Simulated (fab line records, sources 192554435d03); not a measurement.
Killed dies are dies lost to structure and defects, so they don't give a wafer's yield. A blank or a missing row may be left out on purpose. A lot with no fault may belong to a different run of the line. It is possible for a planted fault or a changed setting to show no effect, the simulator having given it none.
Split-lot trial / flow n5-finfet / 7 lots, 21 wafers read, on a route of 1938 steps

## THE SPLIT
At N5_HKMG_FIN_ETCH_55 (etches SOC in N2/H2, target depth 240 nm, time 300 s), the setting bias-w was moved away from the recipe's 150 W on 10 of the 21 wafers read, by -13.6% to +11.1%. This setting was run at the recipe's value on the other wafers.

Reading taken at the split's own step.

## THE READING
rf-vpp-V, in V, at N5_HKMG_FIN_ETCH_55 (etches SOC in N2/H2, target depth 240 nm, time 300 s). Fault-free wafers of this fab line usually give 524.0 V, standard deviation 2.7 V.

wafer=L075.1; tool, chamber at the split=rie-diel-03, 3; bias-w as run, W=129.6; against the recipe=-13.6%; rf-vpp-V, V=475.8; against lot-mates on the recipe=-45.6
wafer=L075.2; tool, chamber at the split=rie-diel-03, 1; bias-w as run, W=129.6; against the recipe=-13.6%; rf-vpp-V, V=476.9; against lot-mates on the recipe=-44.5
wafer=L075.4; tool, chamber at the split=rie-diel-03, 3; bias-w as run, W=150; against the recipe=recipe; rf-vpp-V, V=521.4; against lot-mates on the recipe=-
wafer=L082.2; tool, chamber at the split=rie-diel-03, 0; bias-w as run, W=150; against the recipe=recipe; rf-vpp-V, V=521.8; against lot-mates on the recipe=-
wafer=L082.3; tool, chamber at the split=rie-diel-03, 1; bias-w as run, W=166.7; against the recipe=+11.1%; rf-vpp-V, V=559.4; against lot-mates on the recipe=+37.6
wafer=L082.5; tool, chamber at the split=rie-diel-03, 2; bias-w as run, W=166.7; against the recipe=+11.1%; rf-vpp-V, V=559.1; against lot-mates on the recipe=+37.3
wafer=L085.4; tool, chamber at the split=rie-diel-05, 3; bias-w as run, W=132.1; against the recipe=-11.9%; rf-vpp-V, V=486.7; against lot-mates on the recipe=-37.5
wafer=L085.5; tool, chamber at the split=rie-diel-05, 0; bias-w as run, W=150; against the recipe=recipe; rf-vpp-V, V=521.7; against lot-mates on the recipe=-
wafer=L085.6; tool, chamber at the split=rie-diel-05, 3; bias-w as run, W=150; against the recipe=recipe; rf-vpp-V, V=526.6; against lot-mates on the recipe=-
wafer=L086.2; tool, chamber at the split=rie-diel-01, 2; bias-w as run, W=142; against the recipe=-5.3%; rf-vpp-V, V=509.5; against lot-mates on the recipe=-17.9
wafer=L086.3; tool, chamber at the split=rie-diel-01, 1; bias-w as run, W=142; against the recipe=-5.3%; rf-vpp-V, V=510.2; against lot-mates on the recipe=-17.2
wafer=L086.4; tool, chamber at the split=rie-diel-01, 0; bias-w as run, W=150; against the recipe=recipe; rf-vpp-V, V=527.4; against lot-mates on the recipe=-
wafer=L087.1; tool, chamber at the split=rie-diel-03, 0; bias-w as run, W=150; against the recipe=recipe; rf-vpp-V, V=528.2; against lot-mates on the recipe=-
wafer=L087.2; tool, chamber at the split=rie-diel-03, 3; bias-w as run, W=150; against the recipe=recipe; rf-vpp-V, V=521.9; against lot-mates on the recipe=-
wafer=L087.6; tool, chamber at the split=rie-diel-03, 2; bias-w as run, W=139.2; against the recipe=-7.2%; rf-vpp-V, V=497.8; against lot-mates on the recipe=-27.2
wafer=L089.1; tool, chamber at the split=rie-diel-01, 3; bias-w as run, W=150; against the recipe=recipe; rf-vpp-V, V=523.0; against lot-mates on the recipe=-
wafer=L089.2; tool, chamber at the split=rie-diel-01, 1; bias-w as run, W=150; against the recipe=recipe; rf-vpp-V, V=527.2; against lot-mates on the recipe=-
wafer=L089.4; tool, chamber at the split=rie-diel-01, 2; bias-w as run, W=150; against the recipe=recipe; rf-vpp-V, V=528.8; against lot-mates on the recipe=-
wafer=L091.1; tool, chamber at the split=rie-diel-05, 1; bias-w as run, W=150; against the recipe=recipe; rf-vpp-V, V=524.1; against lot-mates on the recipe=-
wafer=L091.4; tool, chamber at the split=rie-diel-05, 2; bias-w as run, W=138.6; against the recipe=-7.6%; rf-vpp-V, V=496.6; against lot-mates on the recipe=-27.5
wafer=L091.6; tool, chamber at the split=rie-diel-05, 2; bias-w as run, W=138.6; against the recipe=-7.6%; rf-vpp-V, V=494.3; against lot-mates on the recipe=-29.8

FIT RESULTS
A straight line over all 21 wafers: rf-vpp-V changes by +3.36 V for each +1% of bias-w; r = +0.99; the points scatter about the line by 3 V.
The same after taking each lot's own level away (the mean of its wafers on the recipe; 21 wafers): +3.37 V for each +1%; r = +1.00; scatter 2.2 V.
The reading moves by 46 V for the largest change in bias-w, on that fit.
The lots' own levels span 521.40 to 527.40 V, that is 2.2 times the standard deviation above.
The two slopes are in agreement: the lot-to-lot level therefore moves the slope only a little.
Check: for one of the wafers moved furthest among these (-13.6%), held out of the fit, the line's prediction against its lot-mates is -46.1 V. It came out at -45.6 V against them.
Tool readings at the split's step, against how far the setting was moved: rf-vpp-V r = +0.99.

## ADDITIONAL SPLITS CARRIED BY THESE WAFERS
Before the reading, these wafers also passed through other splits. Each is held against what the fit with the lots' levels taken away leaves over:
other split on the same wafers=N5_WELL_APT_COAT_02 spin-rpm; wafers away from the commonest value=8; r with rf-vpp-V (lot level and that fit taken away)=-0.23
other split on the same wafers=N5_WELL_APT_COAT_19 spin-rpm; wafers away from the commonest value=4; r with rf-vpp-V (lot level and that fit taken away)=-0.18
other split on the same wafers=N5_FIN_SAQP_HM_DEP_72 time-s; wafers away from the commonest value=9; r with rf-vpp-V (lot level and that fit taken away)=-0.01
other split on the same wafers=N5_FIN_SAQP_DESCUM_21 time-s; wafers away from the commonest value=6; r with rf-vpp-V (lot level and that fit taken away)=-0.19
other split on the same wafers=N5_FIN_CUT_COAT_19 spin-rpm; wafers away from the commonest value=10; r with rf-vpp-V (lot level and that fit taken away)=+0.01
other split on the same wafers=N5_DUMMY_GATE_COAT_35 spin-rpm; wafers away from the commonest value=10; r with rf-vpp-V (lot level and that fit taken away)=-0.05
other split on the same wafers=N5_SD_EPI_P_PEB_07 peb-time-s; wafers away from the commonest value=7; r with rf-vpp-V (lot level and that fit taken away)=+0.44
other split on the same wafers=N5_SDB_ALD_29 ald-cycles; wafers away from the commonest value=7; r with rf-vpp-V (lot level and that fit taken away)=+0.13

## THE FILE'S OWN FIT
rf-vpp-V changes by +3.37 V for each +1% of bias-w, r = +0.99.
